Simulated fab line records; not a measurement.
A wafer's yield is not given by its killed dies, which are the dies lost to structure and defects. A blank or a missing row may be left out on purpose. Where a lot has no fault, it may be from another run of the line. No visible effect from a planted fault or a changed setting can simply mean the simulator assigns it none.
A lot that was struck, set against a sound lot -- flow n5 finfet -- 22 steps out of a route of 1938
Sound: wafers L763.1, L763.2, L763.4. Struck: wafer L777.3 (left out: L777.4, a lot-mate that was not struck); the cause follows at the end.
Each step with rows lists, per side, the tool, then ch with its chambers, then its first start. Under that, the readings that differ: sound wafers -- struck wafers -- difference of the means -- sigmas: that difference in standard deviations of wafers without a fault.
alike: readings whose means differ by less than 2 such deviations, and words and numbers that are the same on both sides. not compared: withheld readings, readings that some wafer has no value for, bounds like >300 that may hide the same value, and numbers for which the record gives no deviation and whose values overlap.
A row with sigmas, a row that says differs or no value, or rows on one side alone: a step with any of these is where the two part. Numbers that have no deviation but don't overlap get no sigmas and don't part them. Lack of a reading on every wafer of one side parts them only where that side has two or more wafers.

first, 9 steps without rows for these wafers: N5_GATE_CUT_COAT_07 (resist thk 30 nm); N5_GATE_CUT_EBR_09; N5_GATE_CUT_SOFTBAKE_08 (time 60 s); N5_GATE_CUT_EXPOSE_10 (exposes mask GATE CUT, target cd 20 nm); N5_GATE_CUT_PEB_11 (peb time 60 s); N5_GATE_CUT_DEVELOP_12 (develop time 30 s); N5_GATE_CUT_DESCUM_18 (chemistry O2, time 7 s); N5_GATE_CUT_ETCH_28 (etches underlayer in N2/H2, target depth 13 nm, time 10.4 s); N5_GATE_CUT_ETCH_36 (etches SiARC in CF4, target depth 13 nm, time 21.7 s).
N5_GATE_CUT_ETCH_37: etches SOC in N2/H2, target depth 60 nm, overetch 12 nm, time 90 s.
  sound on rie diel-01 ch 1,2,3, day 5 16:47; struck on rie diel-03 ch 1, day 9 08:49
reading,sound,struck,difference,sigmas
h2 flow sccm (sccm),200.7 200.1 199.6,201.7,+1.6,+2
rf hours counter h (h),53 129 110,247,+150,
throttle valve pct (%),17.56 17.69 17.67,18.25,+0.61,+2
model.SiARC_of_GATE_CUT_COAT_35.thk nm (nm),6 6 6,4,-2,
model.GATE_CUT.cd nm (nm),20.2 20 19.6,21,+1,
  alike: drypump motor current A, oes product au, rf vpp V, showerhead plenum p Torr
then, 9 steps without rows for these wafers: N5_GATE_CUT_STRIP_38 (strips in N2/H2); N5_GATE_CUT_STRIP_39 (strips in N2/H2); N5_GATE_CUT_HM_OPEN_40 (chemistry C4F6/O2, target SiO2, target depth 139 nm, time 85.1 s); N5_GATE_CUT_STRIP_41 (strips in CF4); N5_GATE_CUT_STRIP_42 (strips in O2); N5_GATE_CUT_ETCH_19 (etches SiNx in CH3F/O2, target depth 53.7 nm, time 76.7 s); N5_GATE_CUT_CUT_ETCH_53 (etches W in SF6/Cl2, target depth 79.2 nm); N5_GATE_CUT_CUT_ETCH_54 (etches TiN in Cl2/BCl3, target depth 96.7 nm); N5_GATE_CUT_CUT_ETCH_55 (etches HfO2 in BCl3, target depth 3.2 nm).
N5_GATE_CUT_ETCH_47: etches SiO2 in Cl2/BCl3, target depth 10 nm.
  sound on rie metal-03 ch 0,1, day 5 17:15; struck on rie metal-01 ch 0, day 9 09:18
reading,sound,struck,difference,sigmas
throttle valve pct (%),22.69 22.48 22.70,23.13,+0.51,+2
  alike: drypump motor current A, mfc ar sccm, oes product au
  not compared: rf hours counter h, model.GATE_CUT.cd nm
then, 1 step without rows for these wafers: N5_GATE_CUT_VAPOR_ETCH_48 (etches TiN in BCl3/Cl2).
-- a jump in the record: the struck wafers' starts before and after are 4 days apart (it breaks off in module GATE_CUT and resumes in module BEOL_M4, where the first step shown is number 1111 of the route) --
N5_BEOL_M4_RC_MEAS_101:
  sound on prober-01 ch 0, day 9 03:48; struck on prober-02 ch 0, day 12 23:04
reading,sound,struck,difference,sigmas
DIBL_N (mV/V),33.3 35.8 37.9,38.7,+3.0,+2
ION_N (uA/um),649 661 666,686,+27,+2
  alike: DIBL_P, IOFF_N, IOFF_P, ION_P, SS_N, SS_P, VT_N, VT_P

== WHERE THEY PART ==
Earliest at N5_GATE_CUT_ETCH_37; latest, in this record, at N5_BEOL_M4_RC_MEAS_101.

WHY: the cause the simulator had injected
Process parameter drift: rie diel-03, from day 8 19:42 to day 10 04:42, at N5_GATE_CUT_ETCH_37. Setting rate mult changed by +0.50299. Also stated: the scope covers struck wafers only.
